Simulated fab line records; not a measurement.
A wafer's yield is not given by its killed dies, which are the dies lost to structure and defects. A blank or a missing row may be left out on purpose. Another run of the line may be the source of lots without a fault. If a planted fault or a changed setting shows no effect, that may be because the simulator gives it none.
Which of the tools did it? || flow n5-finfet || Sampling: 15 lots, 45 wafers, 7 of 1938 route steps

WHAT THE GAUGES SHOWED, per wafer
N5_BEOL_M11_CD_MEAS_28 targets a cd of 70 nm.
{"lot": "L874", "measured": "day 12 07:08", "on": "cd-sem-03", "cd-nm (nm)": "69.1 69.1 71.2"}
{"lot": "L876", "measured": "day 12 18:34", "on": "cd-sem-02", "cd-nm (nm)": "71.1 70.6 70.8"}
{"lot": "L877", "measured": "day 13 10:38", "on": "cd-sem-03", "cd-nm (nm)": "68.6 70.6 69.7"}
{"lot": "L878", "measured": "day 13 20:38", "on": "cd-sem-01", "cd-nm (nm)": "70.9 70.6 69.1"}
{"lot": "L880", "measured": "day 14 09:07", "on": "cd-sem-03", "cd-nm (nm)": "70.6 70.1 70.8"}
{"lot": "L884", "measured": "day 14 21:44", "on": "cd-sem-01", "cd-nm (nm)": "68.2 69.5 69.9"}
{"lot": "L882", "measured": "day 15 00:50", "on": "cd-sem-02", "cd-nm (nm)": "68.4 69.1 70.4"}
{"lot": "L883", "measured": "day 15 06:09", "on": "cd-sem-03", "cd-nm (nm)": "70.5 70.6 70.3"}
{"lot": "L887", "measured": "day 15 11:47", "on": "cd-sem-01", "cd-nm (nm)": "70.0 70.3 70.9"}
{"lot": "L885", "measured": "day 15 11:38", "on": "cd-sem-01", "cd-nm (nm)": "70.1 69.8 70.0"}
{"lot": "L888", "measured": "day 16 22:10", "on": "cd-sem-01", "cd-nm (nm)": "69.3 70.7 70.8"}
{"lot": "L892", "measured": "day 17 11:37", "on": "cd-sem-02", "cd-nm (nm)": "70.2 70.3 70.8"}
{"lot": "L893", "measured": "day 17 19:37", "on": "cd-sem-02", "cd-nm (nm)": "70.7 71.1 70.9"}
{"lot": "L894", "measured": "day 18 03:10", "on": "cd-sem-01", "cd-nm (nm)": "69.7 70.4 69.7"}
{"lot": "L896", "measured": "day 18 03:20", "on": "cd-sem-03", "cd-nm (nm)": "70.9 71.4 71.5"}

N5_BEOL_M11_OCD_MEAS_38.
{"lot": "L874", "measured": "day 12 07:47", "on": "ocd-02", "trench-depth-nm (nm)": "151.0 148.9 148.6"}
{"lot": "L876", "measured": "day 12 19:48", "on": "ocd-02", "trench-depth-nm (nm)": "147.2 150.5 149.7"}
{"lot": "L877", "measured": "day 13 11:13", "on": "ocd-02", "trench-depth-nm (nm)": "150.6 149.5 150.0"}
{"lot": "L878", "measured": "day 13 21:13", "on": "ocd-01", "trench-depth-nm (nm)": "151.1 152.1 154.2"}
{"lot": "L880", "measured": "day 14 09:50", "on": "ocd-01", "trench-depth-nm (nm)": "150.9 150.2 149.6"}
{"lot": "L884", "measured": "day 14 22:19", "on": "ocd-02", "trench-depth-nm (nm)": "147.8 148.5 145.1"}
{"lot": "L882", "measured": "day 15 01:25", "on": "ocd-01", "trench-depth-nm (nm)": "150.1 149.6 150.4"}
{"lot": "L883", "measured": "day 15 06:44", "on": "ocd-02", "trench-depth-nm (nm)": "85.5 85.4 87.9"}
{"lot": "L887", "measured": "day 15 12:41", "on": "ocd-01", "trench-depth-nm (nm)": "86.9 87.0 87.1"}
{"lot": "L885", "measured": "day 15 12:13", "on": "ocd-02", "trench-depth-nm (nm)": "85.8 86.7 87.8"}
{"lot": "L888", "measured": "day 16 22:44", "on": "ocd-01", "trench-depth-nm (nm)": "149.1 147.0 152.4"}
{"lot": "L892", "measured": "day 17 12:36", "on": "ocd-01", "trench-depth-nm (nm)": "149.2 147.1 150.4"}
{"lot": "L893", "measured": "day 17 20:12", "on": "ocd-01", "trench-depth-nm (nm)": "151.4 150.2 152.3"}
{"lot": "L894", "measured": "day 18 04:04", "on": "ocd-02", "trench-depth-nm (nm)": "152.1 150.0 149.4"}
{"lot": "L896", "measured": "day 18 04:19", "on": "ocd-02", "trench-depth-nm (nm)": "149.8 149.4 152.6"}

N5_BEOL_M11_THK_MEAS_53: measures by xrf.
{"lot": "L874", "measured": "day 12 11:04", "on": "film-metro-02", "M11_THK (nm)": "143.7 141.3 139.6"}
{"lot": "L876", "measured": "day 12 23:47", "on": "film-metro-01", "M11_THK (nm)": "138.2 140.6 141.8"}
{"lot": "L877", "measured": "day 13 14:11", "on": "film-metro-01", "M11_THK (nm)": "142.0 139.7 141.8"}
{"lot": "L878", "measured": "day 13 23:59", "on": "film-metro-02", "M11_THK (nm)": "141.7 141.0 145.0"}
{"lot": "L880", "measured": "day 14 12:44", "on": "film-metro-02", "M11_THK (nm)": "139.5 139.4 140.2"}
{"lot": "L884", "measured": "day 15 00:24", "on": "film-metro-01", "M11_THK (nm)": "138.5 138.3 134.9"}
{"lot": "L882", "measured": "day 15 03:56", "on": "film-metro-01", "M11_THK (nm)": "140.4 140.2 140.3"}
{"lot": "L883", "measured": "day 15 09:08", "on": "film-metro-02", "M11_THK (nm)": "76.7 75.3 76.0"}
{"lot": "L887", "measured": "day 15 16:20", "on": "film-metro-02", "M11_THK (nm)": "76.2 77.3 76.9"}
{"lot": "L885", "measured": "day 15 14:43", "on": "film-metro-01", "M11_THK (nm)": "78.3 77.4 79.3"}
{"lot": "L888", "measured": "day 17 01:51", "on": "film-metro-02", "M11_THK (nm)": "141.7 136.2 143.4"}
{"lot": "L892", "measured": "day 17 15:08", "on": "film-metro-01", "M11_THK (nm)": "140.5 139.7 142.1"}
{"lot": "L893", "measured": "day 17 22:26", "on": "film-metro-01", "M11_THK (nm)": "144.4 142.6 145.1"}
{"lot": "L894", "measured": "day 18 06:31", "on": "film-metro-02", "M11_THK (nm)": "143.0 141.5 138.2"}
{"lot": "L896", "measured": "day 18 06:51", "on": "film-metro-01", "M11_THK (nm)": "139.6 141.0 144.0"}

N5_BEOL_M11_RS_MEAS_57: measures by four-point-probe.
{"lot": "L874", "measured": "day 12 11:12", "on": "film-metro-02", "M11_RS (ohm/sq)": "0.1466 0.1489 0.1511"}
{"lot": "L876", "measured": "day 12 23:55", "on": "film-metro-01", "M11_RS (ohm/sq)": "0.1537 0.1503 0.1496"}
{"lot": "L877", "measured": "day 13 14:19", "on": "film-metro-01", "M11_RS (ohm/sq)": "0.1484 0.1496 0.1479"}
{"lot": "L878", "measured": "day 14 00:07", "on": "film-metro-01", "M11_RS (ohm/sq)": "0.1488 0.1486 0.1447"}
{"lot": "L880", "measured": "day 14 12:52", "on": "film-metro-01", "M11_RS (ohm/sq)": "0.1497 0.1504 0.1499"}
{"lot": "L884", "measured": "day 15 00:31", "on": "film-metro-01", "M11_RS (ohm/sq)": "0.1538 0.1530 0.1578"}
{"lot": "L882", "measured": "day 15 04:04", "on": "film-metro-01", "M11_RS (ohm/sq)": "0.1500 0.1503 0.1501"}
{"lot": "L883", "measured": "day 15 09:16", "on": "film-metro-01", "M11_RS (ohm/sq)": "0.2992 0.3043 0.2995"}
{"lot": "L887", "measured": "day 15 16:28", "on": "film-metro-01", "M11_RS (ohm/sq)": "0.2967 0.2914 0.2947"}
{"lot": "L885", "measured": "day 15 14:50", "on": "film-metro-01", "M11_RS (ohm/sq)": "0.2935 0.2970 0.2891"}
{"lot": "L888", "measured": "day 17 01:59", "on": "film-metro-01", "M11_RS (ohm/sq)": "0.1482 0.1535 0.1460"}
{"lot": "L892", "measured": "day 17 15:17", "on": "film-metro-01", "M11_RS (ohm/sq)": "0.1518 0.1523 0.1489"}
{"lot": "L893", "measured": "day 17 22:35", "on": "film-metro-01", "M11_RS (ohm/sq)": "0.1472 0.1483 0.1461"}
{"lot": "L894", "measured": "day 18 06:39", "on": "film-metro-02", "M11_RS (ohm/sq)": "0.1474 0.1492 0.1523"}
{"lot": "L896", "measured": "day 18 06:59", "on": "film-metro-02", "M11_RS (ohm/sq)": "0.1509 0.1502 0.1459"}

WHAT TOOL EACH LOT RAN ON (gives the tool, then ch and the chambers of the sampled wafers, and finally the start)
{"lot": "L874", "N5_BEOL_M11_STRIP_67": "rie-diel-05 ch 0,2, day 12 05:36", "N5_BEOL_M11_ETCH_65": "rie-diel-06 ch 0,1, day 12 07:19", "N5_BEOL_M11_TRENCH_ETCH_37": "rie-diel-06 ch 0,1, day 12 07:36"}
{"lot": "L876", "N5_BEOL_M11_STRIP_67": "rie-diel-06 ch 0,2,3, day 12 17:59", "N5_BEOL_M11_ETCH_65": "rie-diel-05 ch 0,2,3, day 12 19:21", "N5_BEOL_M11_TRENCH_ETCH_37": "rie-diel-05 ch 0,2,3, day 12 19:37"}
{"lot": "L877", "N5_BEOL_M11_STRIP_67": "rie-diel-06 ch 0,2,3, day 13 08:07", "N5_BEOL_M11_ETCH_65": "rie-diel-02 ch 0,1,2, day 13 10:45", "N5_BEOL_M11_TRENCH_ETCH_37": "rie-diel-02 ch 0,1,2, day 13 11:02"}
{"lot": "L878", "N5_BEOL_M11_STRIP_67": "rie-diel-02 ch 1,2,3, day 13 19:59", "N5_BEOL_M11_ETCH_65": "rie-diel-02 ch 0,1,3, day 13 20:45", "N5_BEOL_M11_TRENCH_ETCH_37": "rie-diel-02 ch 0,1,3, day 13 21:02"}
{"lot": "L880", "N5_BEOL_M11_STRIP_67": "rie-diel-05 ch 1,3, day 14 08:02", "N5_BEOL_M11_ETCH_65": "rie-diel-02 ch 1,2,3, day 14 09:23", "N5_BEOL_M11_TRENCH_ETCH_37": "rie-diel-02 ch 1,2,3, day 14 09:39"}
{"lot": "L884", "N5_BEOL_M11_STRIP_67": "rie-diel-05 ch 0,2, day 14 20:06", "N5_BEOL_M11_ETCH_65": "rie-diel-06 ch 0,3, day 14 21:51", "N5_BEOL_M11_TRENCH_ETCH_37": "rie-diel-06 ch 0,3, day 14 22:08"}
{"lot": "L882", "N5_BEOL_M11_STRIP_67": "rie-diel-06 ch 0,1,3, day 14 23:36", "N5_BEOL_M11_ETCH_65": "rie-diel-06 ch 0,1, day 15 00:57", "N5_BEOL_M11_TRENCH_ETCH_37": "rie-diel-06 ch 0,1, day 15 01:14"}
{"lot": "L883", "N5_BEOL_M11_STRIP_67": "rie-diel-02 ch 1,2,3, day 15 03:25", "N5_BEOL_M11_ETCH_65": "rie-diel-06 ch 1,3, day 15 06:16", "N5_BEOL_M11_TRENCH_ETCH_37": "rie-diel-06 ch 1,3, day 15 06:33"}
{"lot": "L887", "N5_BEOL_M11_STRIP_67": "rie-diel-06 ch 1,3, day 15 07:54", "N5_BEOL_M11_ETCH_65": "rie-diel-06 ch 0,1, day 15 12:13", "N5_BEOL_M11_TRENCH_ETCH_37": "rie-diel-06 ch 0,1, day 15 12:29"}
{"lot": "L885", "N5_BEOL_M11_STRIP_67": "rie-diel-02 ch 0,1,3, day 15 08:10", "N5_BEOL_M11_ETCH_65": "rie-diel-06 ch 1,2,3, day 15 11:45", "N5_BEOL_M11_TRENCH_ETCH_37": "rie-diel-06 ch 1,2,3, day 15 12:01"}
{"lot": "L888", "N5_BEOL_M11_STRIP_67": "rie-diel-02 ch 0,1,3, day 16 19:29", "N5_BEOL_M11_ETCH_65": "rie-diel-02 ch 0,1,2, day 16 22:17", "N5_BEOL_M11_TRENCH_ETCH_37": "rie-diel-02 ch 0,1,2, day 16 22:34"}
{"lot": "L892", "N5_BEOL_M11_STRIP_67": "rie-diel-06 ch 0,1,3, day 17 08:05", "N5_BEOL_M11_ETCH_65": "rie-diel-05 ch 1,3, day 17 12:08", "N5_BEOL_M11_TRENCH_ETCH_37": "rie-diel-05 ch 1,3, day 17 12:25"}
{"lot": "L893", "N5_BEOL_M11_STRIP_67": "rie-diel-05 ch 1,2, day 17 18:02", "N5_BEOL_M11_ETCH_65": "rie-diel-05 ch 0,2, day 17 19:44", "N5_BEOL_M11_TRENCH_ETCH_37": "rie-diel-05 ch 0,2, day 17 20:01"}
{"lot": "L894", "N5_BEOL_M11_STRIP_67": "rie-diel-02 ch 0,2,3, day 18 01:23", "N5_BEOL_M11_ETCH_65": "rie-diel-05 ch 1,2,3, day 18 03:36", "N5_BEOL_M11_TRENCH_ETCH_37": "rie-diel-05 ch 1,2,3, day 18 03:53"}
{"lot": "L896", "N5_BEOL_M11_STRIP_67": "rie-diel-02 ch 0,1,3, day 18 01:38", "N5_BEOL_M11_ETCH_65": "rie-diel-02 ch 0,1,2, day 18 03:51", "N5_BEOL_M11_TRENCH_ETCH_37": "rie-diel-02 ch 0,1,2, day 18 04:07"}
- N5_BEOL_M11_STRIP_67: strips in CF4.
- N5_BEOL_M11_ETCH_65: etches SiARC in CF4, target depth 39 nm, time 65 s.
- N5_BEOL_M11_TRENCH_ETCH_37: etches SiCOH lowk in C4F6/O2, target depth 148.83 nm, time 48 s.

AS READ BY THE TOOLS THEMSELVES (means over the sampled wafers that have a number; for cases with no such wafer, the mark the record gives instead)
N5_BEOL_M11_STRIP_67.
{"lot": "L874", "tool": "rie-diel-05", "cf4-flow-sccm (sccm)": 149.8, "drypump-motor-current-A (A)": 5.9, "oes-product-au (a.u.)": 0.85, "rf-vpp-V (V)": 271.8, "showerhead-plenum-p-Torr (Torr)": 1.79, "throttle-valve-pct (%)": 13.6}
{"lot": "L876", "tool": "rie-diel-06", "cf4-flow-sccm (sccm)": 149.8, "drypump-motor-current-A (A)": 5.8, "oes-product-au (a.u.)": 0.78, "rf-vpp-V (V)": 270.0, "showerhead-plenum-p-Torr (Torr)": 1.73, "throttle-valve-pct (%)": 13.9}
{"lot": "L877", "tool": "rie-diel-06", "cf4-flow-sccm (sccm)": 150.0, "drypump-motor-current-A (A)": 5.8, "oes-product-au (a.u.)": 0.76, "rf-vpp-V (V)": 269.6, "showerhead-plenum-p-Torr (Torr)": 1.73, "throttle-valve-pct (%)": 13.9}
{"lot": "L878", "tool": "rie-diel-02", "cf4-flow-sccm (sccm)": 149.7, "drypump-motor-current-A (A)": 5.6, "oes-product-au (a.u.)": 0.81, "rf-vpp-V (V)": 270.8, "showerhead-plenum-p-Torr (Torr)": 1.80, "throttle-valve-pct (%)": 13.6}
{"lot": "L880", "tool": "rie-diel-05", "cf4-flow-sccm (sccm)": 150.0, "drypump-motor-current-A (A)": 5.5, "oes-product-au (a.u.)": 0.87, "rf-vpp-V (V)": 271.4, "showerhead-plenum-p-Torr (Torr)": 1.80, "throttle-valve-pct (%)": 13.3}
{"lot": "L884", "tool": "rie-diel-05", "cf4-flow-sccm (sccm)": 150.2, "drypump-motor-current-A (A)": 5.9, "oes-product-au (a.u.)": 0.78, "rf-vpp-V (V)": 271.3, "showerhead-plenum-p-Torr (Torr)": 1.82, "throttle-valve-pct (%)": 13.8}
{"lot": "L882", "tool": "rie-diel-06", "cf4-flow-sccm (sccm)": 150.1, "drypump-motor-current-A (A)": 5.9, "oes-product-au (a.u.)": 0.71, "rf-vpp-V (V)": 269.8, "showerhead-plenum-p-Torr (Torr)": 1.70, "throttle-valve-pct (%)": 14.0}
{"lot": "L883", "tool": "rie-diel-02", "cf4-flow-sccm (sccm)": 149.9, "drypump-motor-current-A (A)": 5.7, "oes-product-au (a.u.)": 0.80, "rf-vpp-V (V)": 271.4, "showerhead-plenum-p-Torr (Torr)": 1.80, "throttle-valve-pct (%)": 13.6}
{"lot": "L887", "tool": "rie-diel-06", "cf4-flow-sccm (sccm)": 150.2, "drypump-motor-current-A (A)": 6.3, "oes-product-au (a.u.)": 0.70, "rf-vpp-V (V)": 270.5, "showerhead-plenum-p-Torr (Torr)": 1.74, "throttle-valve-pct (%)": 14.0}
{"lot": "L885", "tool": "rie-diel-02", "cf4-flow-sccm (sccm)": 150.0, "drypump-motor-current-A (A)": 6.0, "oes-product-au (a.u.)": 0.84, "rf-vpp-V (V)": 272.8, "showerhead-plenum-p-Torr (Torr)": 1.84, "throttle-valve-pct (%)": 13.4}
{"lot": "L888", "tool": "rie-diel-02", "cf4-flow-sccm (sccm)": 150.0, "drypump-motor-current-A (A)": 6.0, "oes-product-au (a.u.)": 0.82, "rf-vpp-V (V)": 272.1, "showerhead-plenum-p-Torr (Torr)": 1.83, "throttle-valve-pct (%)": 13.4}
{"lot": "L892", "tool": "rie-diel-06", "cf4-flow-sccm (sccm)": 150.1, "drypump-motor-current-A (A)": 5.9, "oes-product-au (a.u.)": 0.79, "rf-vpp-V (V)": 270.0, "showerhead-plenum-p-Torr (Torr)": 1.77, "throttle-valve-pct (%)": 13.8}
{"lot": "L893", "tool": "rie-diel-05", "cf4-flow-sccm (sccm)": 150.4, "drypump-motor-current-A (A)": 5.7, "oes-product-au (a.u.)": 0.83, "rf-vpp-V (V)": 271.8, "showerhead-plenum-p-Torr (Torr)": 1.83, "throttle-valve-pct (%)": 13.5}
{"lot": "L894", "tool": "rie-diel-02", "cf4-flow-sccm (sccm)": 150.1, "drypump-motor-current-A (A)": 5.5, "oes-product-au (a.u.)": 0.79, "rf-vpp-V (V)": 270.8, "showerhead-plenum-p-Torr (Torr)": 1.78, "throttle-valve-pct (%)": 13.5}
{"lot": "L896", "tool": "rie-diel-02", "cf4-flow-sccm (sccm)": 150.1, "drypump-motor-current-A (A)": 5.9, "oes-product-au (a.u.)": 0.81, "rf-vpp-V (V)": 272.2, "showerhead-plenum-p-Torr (Torr)": 1.83, "throttle-valve-pct (%)": 13.5}

N5_BEOL_M11_ETCH_65.
{"lot": "L874", "tool": "rie-diel-06", "cf4-flow-sccm (sccm)": 100.3, "drypump-motor-current-A (A)": 5.6, "etch-rf-on-time-s (s)": 63.8, "oes-product-au (a.u.)": 0.64, "rf-vpp-V (V)": 182.9, "showerhead-plenum-p-Torr (Torr)": 2.02, "throttle-valve-pct (%)": 15.9}
{"lot": "L876", "tool": "rie-diel-05", "cf4-flow-sccm (sccm)": 99.9, "drypump-motor-current-A (A)": 5.6, "etch-rf-on-time-s (s)": 64.7, "oes-product-au (a.u.)": 0.67, "rf-vpp-V (V)": 183.7, "showerhead-plenum-p-Torr (Torr)": 2.14, "throttle-valve-pct (%)": 15.7}
{"lot": "L877", "tool": "rie-diel-02", "cf4-flow-sccm (sccm)": 100.4, "drypump-motor-current-A (A)": 6.0, "etch-rf-on-time-s (s)": 64.2, "oes-product-au (a.u.)": 0.71, "rf-vpp-V (V)": 183.4, "showerhead-plenum-p-Torr (Torr)": 2.16, "throttle-valve-pct (%)": 15.4}
{"lot": "L878", "tool": "rie-diel-02", "cf4-flow-sccm (sccm)": 100.0, "drypump-motor-current-A (A)": 6.0, "etch-rf-on-time-s (s)": 64.1, "oes-product-au (a.u.)": 0.73, "rf-vpp-V (V)": 185.6, "showerhead-plenum-p-Torr (Torr)": 2.20, "throttle-valve-pct (%)": 15.4}
{"lot": "L880", "tool": "rie-diel-02", "cf4-flow-sccm (sccm)": 100.1, "drypump-motor-current-A (A)": 5.7, "etch-rf-on-time-s (s)": 63.7, "oes-product-au (a.u.)": 0.70, "rf-vpp-V (V)": 184.3, "showerhead-plenum-p-Torr (Torr)": 2.15, "throttle-valve-pct (%)": 15.7}
{"lot": "L884", "tool": "rie-diel-06", "cf4-flow-sccm (sccm)": 100.0, "drypump-motor-current-A (A)": 5.5, "etch-rf-on-time-s (s)": 64.7, "oes-product-au (a.u.)": 0.61, "rf-vpp-V (V)": 182.2, "showerhead-plenum-p-Torr (Torr)": 1.99, "throttle-valve-pct (%)": 15.9}
{"lot": "L882", "tool": "rie-diel-06", "cf4-flow-sccm (sccm)": 100.0, "drypump-motor-current-A (A)": 5.7, "etch-rf-on-time-s (s)": 64.4, "oes-product-au (a.u.)": 0.62, "rf-vpp-V (V)": 182.4, "showerhead-plenum-p-Torr (Torr)": 2.01, "throttle-valve-pct (%)": 15.9}
{"lot": "L883", "tool": "rie-diel-06", "cf4-flow-sccm (sccm)": 99.9, "drypump-motor-current-A (A)": 6.2, "etch-rf-on-time-s (s)": 65.3, "oes-product-au (a.u.)": 0.59, "rf-vpp-V (V)": 183.4, "showerhead-plenum-p-Torr (Torr)": 2.06, "throttle-valve-pct (%)": 16.0}
{"lot": "L887", "tool": "rie-diel-06", "cf4-flow-sccm (sccm)": 100.1, "drypump-motor-current-A (A)": 6.0, "etch-rf-on-time-s (s)": 64.2, "oes-product-au (a.u.)": 0.62, "rf-vpp-V (V)": 183.6, "showerhead-plenum-p-Torr (Torr)": 2.05, "throttle-valve-pct (%)": 16.0}
{"lot": "L885", "tool": "rie-diel-06", "cf4-flow-sccm (sccm)": 100.1, "drypump-motor-current-A (A)": 6.2, "etch-rf-on-time-s (s)": 66.2, "oes-product-au (a.u.)": 0.63, "rf-vpp-V (V)": 182.9, "showerhead-plenum-p-Torr (Torr)": 2.10, "throttle-valve-pct (%)": 15.9}
{"lot": "L888", "tool": "rie-diel-02", "cf4-flow-sccm (sccm)": 99.9, "drypump-motor-current-A (A)": 6.0, "etch-rf-on-time-s (s)": 64.1, "oes-product-au (a.u.)": 0.69, "rf-vpp-V (V)": 184.4, "showerhead-plenum-p-Torr (Torr)": 2.16, "throttle-valve-pct (%)": 15.4}
{"lot": "L892", "tool": "rie-diel-05", "cf4-flow-sccm (sccm)": 100.2, "drypump-motor-current-A (A)": 5.3, "etch-rf-on-time-s (s)": 63.6, "oes-product-au (a.u.)": 0.79, "rf-vpp-V (V)": 184.4, "showerhead-plenum-p-Torr (Torr)": 2.12, "throttle-valve-pct (%)": 15.1}
{"lot": "L893", "tool": "rie-diel-05", "cf4-flow-sccm (sccm)": 99.8, "drypump-motor-current-A (A)": 5.9, "etch-rf-on-time-s (s)": 64.2, "oes-product-au (a.u.)": 0.69, "rf-vpp-V (V)": 183.9, "showerhead-plenum-p-Torr (Torr)": 2.13, "throttle-valve-pct (%)": 15.8}
{"lot": "L894", "tool": "rie-diel-05", "cf4-flow-sccm (sccm)": 99.4, "drypump-motor-current-A (A)": 5.6, "etch-rf-on-time-s (s)": 64.4, "oes-product-au (a.u.)": 0.72, "rf-vpp-V (V)": 184.2, "showerhead-plenum-p-Torr (Torr)": 2.16, "throttle-valve-pct (%)": 15.5}
{"lot": "L896", "tool": "rie-diel-02", "cf4-flow-sccm (sccm)": 100.1, "drypump-motor-current-A (A)": 6.0, "etch-rf-on-time-s (s)": 64.8, "oes-product-au (a.u.)": 0.68, "rf-vpp-V (V)": 184.5, "showerhead-plenum-p-Torr (Torr)": 2.15, "throttle-valve-pct (%)": 15.4}

N5_BEOL_M11_TRENCH_ETCH_37.
{"lot": "L874", "tool": "rie-diel-06", "drypump-motor-current-A (A)": 5.6, "oes_o_777_au (a.u.)": 0.76, "oes-product-au (a.u.)": 0.75, "rf-vpp-V (V)": 661, "showerhead-plenum-p-Torr (Torr)": 2.68, "throttle-valve-pct (%)": 21.2}
{"lot": "L876", "tool": "rie-diel-05", "drypump-motor-current-A (A)": 5.7, "oes_o_777_au (a.u.)": 0.78, "oes-product-au (a.u.)": 0.78, "rf-vpp-V (V)": 665, "showerhead-plenum-p-Torr (Torr)": 2.85, "throttle-valve-pct (%)": 21.0}
{"lot": "L877", "tool": "rie-diel-02", "drypump-motor-current-A (A)": 6.0, "oes_o_777_au (a.u.)": 0.84, "oes-product-au (a.u.)": 0.83, "rf-vpp-V (V)": 678, "showerhead-plenum-p-Torr (Torr)": 2.88, "throttle-valve-pct (%)": 20.7}
{"lot": "L878", "tool": "rie-diel-02", "drypump-motor-current-A (A)": 5.9, "oes_o_777_au (a.u.)": 0.85, "oes-product-au (a.u.)": 0.87, "rf-vpp-V (V)": 673, "showerhead-plenum-p-Torr (Torr)": 2.93, "throttle-valve-pct (%)": 20.8}
{"lot": "L880", "tool": "rie-diel-02", "drypump-motor-current-A (A)": 5.7, "oes_o_777_au (a.u.)": 0.80, "oes-product-au (a.u.)": 0.81, "rf-vpp-V (V)": 679, "showerhead-plenum-p-Torr (Torr)": 2.87, "throttle-valve-pct (%)": 21.1}
{"lot": "L884", "tool": "rie-diel-06", "drypump-motor-current-A (A)": 5.5, "oes_o_777_au (a.u.)": 0.71, "oes-product-au (a.u.)": 0.71, "rf-vpp-V (V)": 671, "showerhead-plenum-p-Torr (Torr)": 2.64, "throttle-valve-pct (%)": 21.3}
{"lot": "L882", "tool": "rie-diel-06", "drypump-motor-current-A (A)": 5.6, "oes_o_777_au (a.u.)": 0.74, "oes-product-au (a.u.)": 0.73, "rf-vpp-V (V)": 660, "showerhead-plenum-p-Torr (Torr)": 2.67, "throttle-valve-pct (%)": 21.2}
{"lot": "L883", "tool": "rie-diel-06", "drypump-motor-current-A (A)": 6.2, "oes_o_777_au (a.u.)": 0.69, "oes-product-au (a.u.)": 0.51, "rf-vpp-V (V)": 679, "showerhead-plenum-p-Torr (Torr)": 2.74, "throttle-valve-pct (%)": 21.3}
{"lot": "L887", "tool": "rie-diel-06", "drypump-motor-current-A (A)": 6.1, "oes_o_777_au (a.u.)": 0.74, "oes-product-au (a.u.)": 0.53, "rf-vpp-V (V)": 661, "showerhead-plenum-p-Torr (Torr)": 2.74, "throttle-valve-pct (%)": 21.2}
{"lot": "L885", "tool": "rie-diel-06", "drypump-motor-current-A (A)": 6.2, "oes_o_777_au (a.u.)": 0.75, "oes-product-au (a.u.)": 0.55, "rf-vpp-V (V)": 674, "showerhead-plenum-p-Torr (Torr)": 2.80, "throttle-valve-pct (%)": 21.2}
{"lot": "L888", "tool": "rie-diel-02", "drypump-motor-current-A (A)": 6.0, "oes_o_777_au (a.u.)": 0.81, "oes-product-au (a.u.)": 0.80, "rf-vpp-V (V)": 677, "showerhead-plenum-p-Torr (Torr)": 2.87, "throttle-valve-pct (%)": 20.8}
{"lot": "L892", "tool": "rie-diel-05", "drypump-motor-current-A (A)": 5.3, "oes_o_777_au (a.u.)": 0.92, "oes-product-au (a.u.)": 0.92, "rf-vpp-V (V)": 670, "showerhead-plenum-p-Torr (Torr)": 2.83, "throttle-valve-pct (%)": 20.5}
{"lot": "L893", "tool": "rie-diel-05", "drypump-motor-current-A (A)": 5.9, "oes_o_777_au (a.u.)": 0.79, "oes-product-au (a.u.)": 0.81, "rf-vpp-V (V)": 663, "showerhead-plenum-p-Torr (Torr)": 2.83, "throttle-valve-pct (%)": 21.2}
{"lot": "L894", "tool": "rie-diel-05", "drypump-motor-current-A (A)": 5.6, "oes_o_777_au (a.u.)": 0.84, "oes-product-au (a.u.)": 0.85, "rf-vpp-V (V)": 665, "showerhead-plenum-p-Torr (Torr)": 2.88, "throttle-valve-pct (%)": 20.9}
{"lot": "L896", "tool": "rie-diel-02", "drypump-motor-current-A (A)": 6.0, "oes_o_777_au (a.u.)": 0.79, "oes-product-au (a.u.)": 0.80, "rf-vpp-V (V)": 678, "showerhead-plenum-p-Torr (Torr)": 2.87, "throttle-valve-pct (%)": 20.8}

THE ANSWER, worked out from the rows above alone
Rule: what is usual is taken from the lots themselves. Put in order of their means at a reading, lots are off if they are a third of the lots or fewer, leave a main group of 4 or more, and stand apart from it by a gap of 3 or more times the standard deviation of the main group's means; of several such gaps the widest counts. Not used: any main group whose means are identical at the precision the tables above print for the reading. A lot without any number at a reading at which 4 lots or more have one is off too. All remaining lots with rows at the step are treated as sound. Order of review: gauges by route order, followed by the tools' own readings, for which a lot's mean as printed above is used. The first step at which some lot is off is used, and at that step the reading that is off furthest; a lot without a number counts as furthest.
Off at N5_BEOL_M11_OCD_MEAS_38 (trench-depth-nm): L883, L887, L885. The main group has a mean of 149.9 nm with a standard deviation of 1.3.
If a tool, at a process step before that reading, ran all the lots that are off and no sound lot after the first of them, it fits. Not tried: the gauges at N5_BEOL_M11_OCD_MEAS_38; whatever is off there is also off at N5_BEOL_M11_THK_MEAS_53, on other tools, and gauge error can't account for it. One fits: rie-diel-06 at N5_BEOL_M11_ETCH_65 and N5_BEOL_M11_TRENCH_ETCH_37. At N5_BEOL_M11_ETCH_65 its last sound lot is L882 (day 15 00:57), its first lot that is off L883 (day 15 06:16): a fault that began between those two fits.

WHAT THE SIMULATOR PUT IN
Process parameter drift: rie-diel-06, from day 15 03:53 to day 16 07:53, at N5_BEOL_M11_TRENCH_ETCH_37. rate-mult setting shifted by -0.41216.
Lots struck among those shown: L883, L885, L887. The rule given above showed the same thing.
